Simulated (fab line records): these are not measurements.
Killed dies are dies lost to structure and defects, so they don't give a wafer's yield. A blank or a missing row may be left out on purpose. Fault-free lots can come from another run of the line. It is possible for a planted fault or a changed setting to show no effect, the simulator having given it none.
Struck lot and sound lot, side by side ; flow nand harc ; 14 out of 1302 route steps
Sound: wafers L984.2, L984.3, L984.4. Wafers L986.1, L986.2, L986.5 were the ones struck. The cause comes at the end.
Each step with rows lists, per side, the tool, then ch with its chambers, then its first start. Under that, the readings that differ: sound wafers ; struck wafers ; difference of the means ; sigmas: that difference in standard deviations of wafers without a fault.
alike: same words and numbers on both sides, and readings whose means sit less than 2 such deviations apart. not compared: any withheld reading, any reading some wafer has no value for, any bound like >300 that may hide the same value, and any number with overlapping values for which the record gives no deviation.
A row with sigmas, a row that says differs or no value, or rows on one side alone: a step with any of these is where the two part. When numbers do not overlap yet have no deviation, they are printed without sigmas and do not part them. A reading that every wafer of one side lacks parts them only if that side has two wafers or more.

first, 9 steps without rows for these wafers: NHARC_P_ZERO_WELL_STRIP_15 (strips in SPM, time 900 s); NHARC_P_ZERO_WELL_DEHYDRATE_16 (time 120 s); NHARC_P_ZERO_WELL_HMDS_17 (time 30 s); NHARC_P_ZERO_WELL_COAT_18; NHARC_P_ZERO_WELL_SOFTBAKE_19 (time 95 s); NHARC_P_ZERO_WELL_EBR_20; NHARC_P_ZERO_WELL_EXPOSE_21 (exposes mask P NWELL, target cd 720 nm); NHARC_P_ZERO_WELL_PEB_22 (peb time 85 s); NHARC_P_ZERO_WELL_DEVELOP_23 (time 70 s).
NHARC_P_ZERO_WELL_CD_MEAS_24 targets a cd of 720 nm.
  sound on cd sem-02 ch 0, day 1 22:20; struck on cd sem-02 ch 0, day 2 18:35
  alike: cd nm
then, 1 step without rows for these wafers: NHARC_P_ZERO_WELL_HARDBAKE_25 (time 80 s).
NHARC_P_ZERO_WELL_DESCUM_26: chemistry O2, time 3 s.
  sound on rie diel-01 ch 0,2,3, day 1 22:29; struck on rie diel-13 ch 2,3, day 2 18:46
reading;sound;struck;difference;sigmas
oes product au (a.u.);0.969 0.989 0.971;1.005 1.014 1.017;+0.036;+3
  alike: drypump motor current A, rf vpp V, showerhead plenum p Torr, throttle valve pct
  not compared: rf hours counter h
NHARC_P_ZERO_WELL_IMPLANT_27:
  sound on implanter-02 ch 0, day 1 22:40; struck on implanter-02 ch 0, day 2 19:19
after that, 1 step had no rows for these wafers: NHARC_P_ZERO_WELL_IMPLANT_57.

## WHERE THEY PART
Only at NHARC_P_ZERO_WELL_DESCUM_26, as far as this record shows.

WHY: what had been put in by the simulator
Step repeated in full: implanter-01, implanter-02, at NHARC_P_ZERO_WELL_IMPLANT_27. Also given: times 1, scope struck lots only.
